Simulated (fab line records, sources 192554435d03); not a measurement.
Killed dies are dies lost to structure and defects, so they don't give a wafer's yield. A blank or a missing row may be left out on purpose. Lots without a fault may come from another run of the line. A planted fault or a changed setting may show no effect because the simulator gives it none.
Chamber matching | flow n5_finfet | N5_FIN_SAQP_SPACER2_ETCHBACK_29 on rie_diel-06: 4 sister chambers
The step etches SiO2 in CHF3/O2, target depth 12.2 nm, time 6.1 s. 14 wafers are shown with their chamber, then 7 later ones without.

WAFERS WITH THEIR CHAMBER
wafer  | chamber | drypump_motor_current_A (A) | throttle_valve_pct (%) | rf_vpp_V (V)
L074.2 | 3       | 5.3                         | 19.1                   | 537
L074.3 | 1       | 6.5                         | 19.3                   | 534
L074.5 | 2       | 5.7                         | 19.0                   | 528
L077.1 | 3       | 5.4                         | 19.1                   | 537
L077.2 | 0       | 6.2                         | 19.3                   | 532
L077.3 | 1       | 6.5                         | 19.3                   | 536
L078.1 | 3       | 5.4                         | 19.2                   | 537
L078.2 | 0       | 6.2                         | 19.3                   | 532
L078.5 | 1       | 6.5                         | 19.3                   | 535
L080.4 | 3       | 5.4                         | 19.1                   | 538
L080.5 | 1       | 6.5                         | 19.3                   | 535
L080.6 | 0       | 6.2                         | 19.3                   | 533
L081.2 | 1       | 6.5                         | 19.3                   | 535
L081.3 | 0       | 6.1                         | 19.3                   | 532

SIGNATURES (means of the wafers above)
reading                 | chamber 0 | chamber 1 | chamber 2 | chamber 3 | scatter within a chamber
drypump_motor_current_A | 6.175     | 6.500     | 5.700     | 5.375     | 0.0387
throttle_valve_pct      | 19.300    | 19.300    | 19.000    | 19.125    | 0.0274
rf_vpp_V                | 532.25    | 535.00    | 528.00    | 537.25    | 0.592
Rule: a wafer's distance from a chamber is the root of the sum, over the readings, of the square of ((its reading less the chamber's mean) divided by the reading's scatter). The wafer belongs to the nearest chamber; if the next one is less than 2 further off, it can't be placed. The scatter: the root of (the sum of the squares of (reading less its chamber's mean) over the shown wafers, divided by (wafers less chambers)).

WAFERS WITHOUT THEIR CHAMBER
wafer  | drypump_motor_current_A (A) | throttle_valve_pct (%) | rf_vpp_V (V)
L081.4 | 5.4                         | 19.2                   | 537
L083.1 | 5.3                         | 19.1                   | 535
L083.4 | 5.4                         | 19.2                   | 537
L083.5 | 6.5                         | 19.3                   | 536
L097.2 | 6.5                         | 19.0                   | 536
L097.4 | 5.4                         | 19.2                   | 537
L097.5 | 6.2                         | 18.9                   | 531

WHICH CHAMBER EACH WENT THROUGH
wafer  | from the rows above     | in truth
L081.4 | 3                       | 3
L083.1 | 3                       | 3
L083.4 | 3                       | 3
L083.5 | 1                       | 1
L097.2 | 1                       | 1
L097.4 | 3                       | 3
L097.5 | can't be placed: 2 or 0 | 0
Placed correctly: 6 of 7. Can't be placed from these rows: 1 (the true chamber is among the candidates in 1). Placed wrongly: 0.
